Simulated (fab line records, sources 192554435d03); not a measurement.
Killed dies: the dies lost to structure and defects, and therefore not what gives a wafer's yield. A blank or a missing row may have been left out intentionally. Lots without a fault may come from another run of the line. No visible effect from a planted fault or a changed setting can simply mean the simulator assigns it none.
Which tool was responsible?	flow n5-finfet	13 lots with 39 wafers sampled at 3 steps, on a route of 1938 steps

WHAT EACH GAUGE READ, for each wafer
Not one reading of a measure or inspect step in the record can be checked against a usual standard deviation.

WHICH TOOL RAN EACH LOT (tool, then ch and the chambers of the sampled wafers, then the start)
lot	N5_BEOL_M13_TRENCH_ETCH_34	N5_PASSIVATION_DEGAS_18	N5_PASSIVATION_PROBE_49
L201	rie-diel-04 ch 1,2,3, day 10 14:30	pvd-sputter-03, day 11 10:17	-
L200	rie-diel-03 ch 1,2,3, day 11 06:19	pvd-sputter-02, day 12 04:16	-
L202	rie-diel-01 ch 0,1,2, day 11 08:40	pvd-sputter-03, day 12 04:47	-
L205	rie-diel-03 ch 1,2,3, day 11 19:50	pvd-sputter-01, day 12 14:02	-
L209	rie-diel-01 ch 1,2, day 12 20:22	pvd-sputter-01, day 13 19:47	prober-02, day 14 01:32
L213	rie-diel-03 ch 1,3, day 14 15:49	pvd-sputter-02, day 15 18:52	prober-02, day 16 00:31
L214	rie-diel-04 ch 0,1,3, day 14 22:46	pvd-sputter-01, day 16 00:39	prober-02, day 16 06:44
L219	rie-diel-03 ch 1,2,3, day 15 20:27	pvd-sputter-02, day 17 00:16	prober-01, day 17 06:01
L220	rie-diel-04 ch 0,2, day 15 21:11	pvd-sputter-02, day 17 01:02	prober-02, day 17 06:42
L218	rie-diel-01 ch 1,2, day 15 22:55	pvd-sputter-01, day 17 05:25	-
L221	rie-diel-03 ch 0,2,3, day 16 01:21	pvd-sputter-03, day 17 05:03	prober-02, day 17 10:56
L222	rie-diel-01 ch 0,1, day 16 15:59	pvd-sputter-03, day 17 14:20	prober-02, day 17 20:17
L223	rie-diel-01 ch 1,2,3, day 17 10:17	pvd-sputter-02, day 18 11:41	-
- N5_BEOL_M13_TRENCH_ETCH_34: etches SiOC in C4F8/O2/Ar, target depth 413.47 nm, time 162.6 s.
- N5_PASSIVATION_DEGAS_18: time 60 s.
- N5_PASSIVATION_PROBE_49

AS READ BY THE TOOLS THEMSELVES (means over the sampled wafers that have a number; for cases with no such wafer, the mark the record gives instead)
N5_BEOL_M13_TRENCH_ETCH_34. Usual: drypump-motor-current-A 5.6 A, standard deviation 0.42; he-outer-torr 30.01 Torr, standard deviation 0.063; oes-product-au 0.80 a.u., standard deviation 0.084; rf-vpp-V 664 V, standard deviation 3.3; showerhead-plenum-p-Torr 3.36 Torr, standard deviation 0.12; throttle-valve-pct 24.03 %, standard deviation 0.17.
lot	tool	drypump-motor-current-A (A)	he-outer-torr (Torr)	oes-product-au (a.u.)	rf-vpp-V (V)	showerhead-plenum-p-Torr (Torr)	throttle-valve-pct (%)	flag
L201	rie-diel-04	5.7	30.01	0.77	662	3.30	23.96	
L200	rie-diel-03	5.7	30.04	0.83	666	3.44	24.16	
L202	rie-diel-01	5.3	29.98	0.83	663	3.33	24.02	
L205	rie-diel-03	5.7	30.06	0.82	668	3.44	24.17	
L209	rie-diel-01	5.6	29.96	0.79	662	3.31	24.05	
L213	rie-diel-03	5.9	30.00	0.91	664	3.40	24.21	
L214	rie-diel-04	5.6	29.95	0.76	660	3.24	24.04	
L219	rie-diel-03	5.7	29.99	0.86	665	3.43	24.11	
L220	rie-diel-04	6.1	30.08	0.84	666	3.42	23.97	
L218	rie-diel-01	5.6	30.02	0.76	661	3.30	24.07	
L221	rie-diel-03	5.6	29.99	0.88	665	3.37	23.85	
L222	rie-diel-01	5.5	30.01	0.79	663	3.33	24.03	
L223	rie-diel-01	5.5	30.00	0.74	663	3.37	24.11	

N5_PASSIVATION_DEGAS_18. Usual: heater-power-w at 483 W, with a standard deviation of 22.
lot	tool	heater-power-w (W)	flag
L201	pvd-sputter-03	492	
L200	pvd-sputter-02	486	
L202	pvd-sputter-03	465	
L205	pvd-sputter-01	485	
L209	pvd-sputter-01	492	
L213	pvd-sputter-02	479	
L214	pvd-sputter-01	488	
L219	pvd-sputter-02	489	
L220	pvd-sputter-02	491	
L218	pvd-sputter-01	498	
L221	pvd-sputter-03	489	
L222	pvd-sputter-03	504	
L223	pvd-sputter-02	472	

N5_PASSIVATION_PROBE_49. Usual: defect-limited-yield 91.2 %, standard deviation 1.6; killed_at_M0_to_M3 34, standard deviation 11; killed_at_M4_up 14, standard deviation 5.7; killed-at-contacts 14, standard deviation 6.6; killed-at-front-end 37, standard deviation 10; killed-at-other 4, standard deviation 3.2; killed-dies 104, standard deviation 19; killed-open 69, standard deviation 13; killed-short 33, standard deviation 8.7; sort_bin_5_function 5.1 %, standard deviation 1; sort_bin_6_memory 3.3 %, standard deviation 0.76; sort_bin_8_speed 0.00 %, standard deviation 0.016; sort-n-pass 1076, standard deviation 19; sort-yield-pct 91.2 %, standard deviation 1.6.
lot	tool	defect-limited-yield (%)	killed_at_M0_to_M3	killed_at_M4_up	killed-at-contacts	killed-at-front-end	killed-at-other	killed-dies	killed-open	killed-short	sort_bin_5_function (%)	sort_bin_6_memory (%)	sort_bin_8_speed (%)	sort-n-pass	sort-yield-pct (%)	flag
L209	prober-02	88.3	35	60	11	30	1	138	66	26	6.7	3.6	0.00	1042	88.3	OFF
L213	prober-02	90.5	26	17	17	47	5	112	76	36	5.7	3.5	0.00	1068	90.5	
L214	prober-02	89.6	51	21	10	38	3	123	77	46	5.9	4.1	0.00	1057	89.6	
L219	prober-01	90.6	30	16	28	35	1	111	77	32	5.4	3.7	0.03	1069	90.6	
L220	prober-02	92.6	18	20	16	28	5	87	59	27	4.6	2.3	0.00	1093	92.6	
L221	prober-02	90.4	31	20	14	47	2	114	64	43	5.3	3.6	0.00	1066	90.4	
L222	prober-02	89.4	42	15	20	45	4	126	77	46	5.9	4.4	0.00	1054	89.4	

THE ANSWER, worked out from the rows above alone
Rule: a lot is off if the mean of its wafers that have a number lies more than 3 standard deviations from the usual mean. A lot without any number at a reading at which 4 lots or more have one is off too. All remaining lots with rows at the step are treated as sound. Order of review: gauges by route order, followed by the tools' own readings, for which a lot's mean as printed above is used. The first step at which some lot is off is used, and at that step the reading that is off furthest; a lot without a number counts as furthest.
Off: L209 (N5_PASSIVATION_PROBE_49, killed_at_M4_up). Neither off nor sound, because the step has no rows for them: L201, L200, L202, L205, L218, L223.
A tool fits if, at that step or a process step before it, it ran every lot that is off, and no sound lot after the first of them. No candidate that was tried fits.

WHAT THE SIMULATOR PUT IN
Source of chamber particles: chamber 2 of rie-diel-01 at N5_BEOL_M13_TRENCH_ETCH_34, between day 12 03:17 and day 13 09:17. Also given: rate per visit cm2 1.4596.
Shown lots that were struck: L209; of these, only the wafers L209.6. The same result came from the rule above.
